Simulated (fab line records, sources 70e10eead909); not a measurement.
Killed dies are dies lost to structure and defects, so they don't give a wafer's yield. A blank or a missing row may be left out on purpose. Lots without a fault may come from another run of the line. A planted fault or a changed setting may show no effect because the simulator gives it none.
Which tool did it? | flow nand_harc | 13 lots, 37 wafers sampled, at 5 steps of a route of 1302

WHAT THE GAUGES READ, wafer by wafer
NHARC_A_CHANNEL_HOLE_D1_OVL_MEAS_11. Usual: overlay_x_nm 0.1 nm, standard deviation 0.9; overlay_y_nm -0.2 nm, standard deviation 0.69.
lot  | measured     | on         | overlay_x_nm (nm) | overlay_y_nm (nm) | flag
L152 | day 9 08:31  | overlay-02 | -0.1 0.0 0.6      | 0.7 0.0 0.8       |
L154 | day 10 01:59 | overlay-02 | 0.2 0.5 0.4       | -1.0 -1.4 -0.9    |
L157 | day 11 12:37 | overlay-02 | 0.0 0.4 0.9       | 0.0 0.8 0.1       |
L160 | day 12 20:40 | overlay-02 | 0.5 0.7           | 0.0 0.0           |
L161 | day 12 21:07 | overlay-02 | 0.3 0.3           | -1.2 -1.0         |
L162 | day 13 04:18 | overlay-02 | -0.1 -0.3 -0.4    | 0.8 1.5 1.0       |
L163 | day 13 21:59 | overlay-01 | 0.2 0.9 -0.1      | -0.6 -0.5 -0.4    |
L164 | day 14 16:32 | overlay-02 | -1.0 -1.5 -1.7    | 0.6 0.9 0.5       |
L167 | day 15 12:49 | overlay-02 | -1.0 -1.1 -1.2    | -0.4 -0.7 -0.3    |
L168 | day 16 06:56 | overlay-01 | -1.5 -1.1 -1.1    | -1.0 -1.1 -0.9    |
L170 | day 17 00:02 | overlay-01 | 1.8 0.6 0.9       | -0.7 -0.1 -1.2    |
L172 | day 18 00:41 | overlay-01 | 0.4 0.6 0.6       | 0.4 0.1 1.1       |
L173 | day 18 07:30 | overlay-01 | 0.0 0.6 0.5       | -1.0 -0.7 -0.7    |

NHARC_A_CHANNEL_HOLE_D1_INSPECT_12. Usual: raw_defect_count 6, standard deviation 3.1.
lot  | measured     | on                | raw_defect_count | flag
L152 | day 9 08:33  | defect_inspect-01 | 8 5 5            |
L154 | day 10 02:01 | defect_inspect-02 | 1 7 4            |
L157 | day 11 12:39 | defect_inspect-01 | 11 6 2           |
L160 | day 12 20:43 | defect_inspect-01 | 8 10             |
L161 | day 12 21:09 | defect_inspect-02 | 6 9              |
L162 | day 13 04:20 | defect_inspect-02 | 9 9 9            |
L163 | day 13 22:01 | defect_inspect-01 | 3 3 7            |
L164 | day 14 16:34 | defect_inspect-01 | 3 12 7           |
L167 | day 15 12:52 | defect_inspect-02 | 0 4 4            |
L168 | day 16 06:58 | defect_inspect-02 | 5 12 8           |
L170 | day 17 00:05 | defect_inspect-02 | 4 5 4            |
L172 | day 18 00:43 | defect_inspect-02 | 1 6 7            |
L173 | day 18 07:32 | defect_inspect-01 | 8 4 4            |

NHARC_END_SORT_01. Usual: killed_at_array 49, standard deviation 18; killed_at_other 0.7, standard deviation 1.1; killed_at_periphery 4.0, standard deviation 2.6; killed_dies 54, standard deviation 19; killed_open 3.4, standard deviation 1.7; killed_short 2.5, standard deviation 1.7.
lot  | measured     | on        | killed_at_array | killed_at_other | killed_at_periphery | killed_dies | killed_open | killed_short | flag
L160 | day 28 10:43 | prober-02 | 34              | 0               | 1                   | 35          | 1           | 3            |

WHICH TOOL RAN EACH LOT (tool, then ch and the chambers of the sampled wafers, then the start)
lot  | NHARC_A_CHANNEL_HOLE_D1_DESCUM_15  | NHARC_A_CHANNEL_HOLE_D1_ETCH_38
L152 | rie_diel-09 ch 0,1, day 9 08:37    | rie_diel-09 ch 0,1,3, day 9 08:42
L154 | rie_diel-13 ch 1,2,3, day 10 02:05 | rie_diel-13 ch 0,2,3, day 10 02:10
L157 | rie_diel-09 ch 1,2, day 11 12:43   | rie_diel-09 ch 0,1, day 11 12:48
L160 | rie_diel-09 ch 1,3, day 12 20:47   | rie_diel-09 ch 1,2, day 12 20:52
L161 | rie_diel-09 ch 0,1, day 12 21:15   | rie_diel-09 ch 0,2, day 12 21:39
L162 | rie_diel-13 ch 0,1,2, day 13 04:25 | rie_diel-13 ch 2,3, day 13 04:29
L163 | rie_diel-13 ch 0,1, day 13 22:05   | rie_diel-13 ch 0,1, day 13 22:10
L164 | rie_diel-03 ch 1,2,3, day 14 16:38 | rie_diel-03 ch 1,2,3, day 14 16:45
L167 | rie_diel-03 ch 0,3, day 15 12:56   | rie_diel-03 ch 0,1,3, day 15 13:01
L168 | rie_diel-03 ch 0,1,3, day 16 07:02 | rie_diel-03 ch 0,1,3, day 16 07:07
L170 | rie_diel-13 ch 1,2,3, day 17 00:10 | rie_diel-13 ch 0,2,3, day 17 00:14
L172 | rie_diel-13 ch 0,1,2, day 18 00:47 | rie_diel-13 ch 0,1, day 18 00:52
L173 | rie_diel-09 ch 1,2, day 18 07:38   | rie_diel-09 ch 0,1,2, day 18 07:57
- NHARC_A_CHANNEL_HOLE_D1_DESCUM_15: chemistry O2, time 3 s.
- NHARC_A_CHANNEL_HOLE_D1_ETCH_38: etches the open film in CF4, target depth 39 nm, time 65 s.

WHAT THE TOOLS THEMSELVES READ (means of the sampled wafers that have a number; where no wafer has one, the mark that the record gives instead)
NHARC_A_CHANNEL_HOLE_D1_DESCUM_15. Usual: drypump_motor_current_A 5.6 A, standard deviation 0.45; oes_product_au 0.995 a.u., standard deviation 0.012; rf_vpp_V 57.8 V, standard deviation 0.85; showerhead_plenum_p_Torr 1.90 Torr, standard deviation 0.068; throttle_valve_pct 11.311 %, standard deviation 0.0087.
lot  | tool        | drypump_motor_current_A (A) | oes_product_au (a.u.) | rf_vpp_V (V) | showerhead_plenum_p_Torr (Torr) | throttle_valve_pct (%) | flag
L152 | rie_diel-09 | 5.7                         | 0.982                 | 57.9         | 1.91                            | 11.310                 |
L154 | rie_diel-13 | 5.4                         | 1.005                 | 59.0         | 1.87                            | 11.325                 |
L157 | rie_diel-09 | 5.6                         | 0.989                 | 57.8         | 1.93                            | 11.300                 |
L160 | rie_diel-09 | 6.2                         | 0.995                 | 58.3         | 1.92                            | 11.306                 |
L161 | rie_diel-09 | 5.8                         | 0.988                 | 58.2         | 1.90                            | 11.312                 |
L162 | rie_diel-13 | 5.3                         | 0.992                 | 57.4         | 1.91                            | 11.301                 |
L163 | rie_diel-13 | 5.3                         | 0.983                 | 58.3         | 1.94                            | 11.317                 |
L164 | rie_diel-03 | 5.5                         | 1.012                 | 57.5         | 1.95                            | 11.314                 |
L167 | rie_diel-03 | 5.6                         | 1.011                 | 58.4         | 2.00                            | 11.309                 |
L168 | rie_diel-03 | 5.7                         | 1.014                 | 58.7         | 1.94                            | 11.312                 |
L170 | rie_diel-13 | 5.4                         | 0.987                 | 58.0         | 1.87                            | 11.309                 |
L172 | rie_diel-13 | 5.3                         | 1.001                 | 57.7         | 1.90                            | 11.312                 |
L173 | rie_diel-09 | 5.5                         | 0.985                 | 57.6         | 1.94                            | 11.314                 |

NHARC_A_CHANNEL_HOLE_D1_ETCH_38. Usual: drypump_motor_current_A 5.6 A, standard deviation 0.47; oes_product_au 0.996 a.u., standard deviation 0.011; rf_vpp_V 151.1 V, standard deviation 1.2; run_length_s 86.4 s, standard deviation 0.5; showerhead_plenum_p_Torr 1.76 Torr, standard deviation 0.059; throttle_valve_pct 13.284 %, standard deviation 0.008.
lot  | tool        | drypump_motor_current_A (A) | oes_product_au (a.u.) | rf_vpp_V (V) | run_length_s (s) | showerhead_plenum_p_Torr (Torr) | throttle_valve_pct (%) | flag
L152 | rie_diel-09 | 6.0                         | 0.987                 | 150.9        | 86.8             | 1.77                            | 13.282                 |
L154 | rie_diel-13 | 5.7                         | 1.000                 | 149.7        | 86.4             | 1.71                            | 13.290                 |
L157 | rie_diel-09 | 5.7                         | 0.983                 | 151.6        | 82.0             | 1.76                            | 13.291                 | OFF
L160 | rie_diel-09 | 5.6                         | 0.989                 | 151.0        | 79.8             | 1.79                            | 13.288                 | OFF
L161 | rie_diel-09 | 5.6                         | 0.986                 | 151.0        | 79.1             | 1.79                            | 13.291                 | OFF
L162 | rie_diel-13 | 5.8                         | 1.000                 | 149.4        | 86.5             | 1.68                            | 13.277                 |
L163 | rie_diel-13 | 5.3                         | 0.988                 | 151.8        | 85.9             | 1.78                            | 13.287                 |
L164 | rie_diel-03 | 5.5                         | 1.013                 | 152.2        | 86.6             | 1.80                            | 13.281                 |
L167 | rie_diel-03 | 5.7                         | 1.009                 | 151.8        | 86.6             | 1.79                            | 13.283                 |
L168 | rie_diel-03 | 5.7                         | 1.007                 | 151.7        | 86.6             | 1.79                            | 13.277                 |
L170 | rie_diel-13 | 5.7                         | 0.991                 | 150.2        | 86.2             | 1.71                            | 13.278                 |
L172 | rie_diel-13 | 5.3                         | 1.000                 | 151.4        | 85.9             | 1.78                            | 13.283                 |
L173 | rie_diel-09 | 5.7                         | 0.982                 | 151.7        | 86.7             | 1.77                            | 13.278                 |

THE ANSWER, worked out from the rows above alone
Rule: a lot is off if the mean of its wafers that have a number lies more than 3 standard deviations from the usual mean. A lot without any number at a reading at which 4 lots or more have one is off too. The other lots that the step has rows for count as sound. The gauges are gone through in route order, then the tools' own readings, and for those a lot's mean is taken as printed above. The first step at which some lot is off is used, and at that step the reading that is off furthest; a lot without a number counts as furthest.
Off: L157, L160, L161, at NHARC_A_CHANNEL_HOLE_D1_ETCH_38 (run_length_s).
A tool fits if, at that step or a process step before it, it ran every lot that is off, and no sound lot after the first of them. None of those tried fits.

WHAT THE SIMULATOR HAD PUT IN
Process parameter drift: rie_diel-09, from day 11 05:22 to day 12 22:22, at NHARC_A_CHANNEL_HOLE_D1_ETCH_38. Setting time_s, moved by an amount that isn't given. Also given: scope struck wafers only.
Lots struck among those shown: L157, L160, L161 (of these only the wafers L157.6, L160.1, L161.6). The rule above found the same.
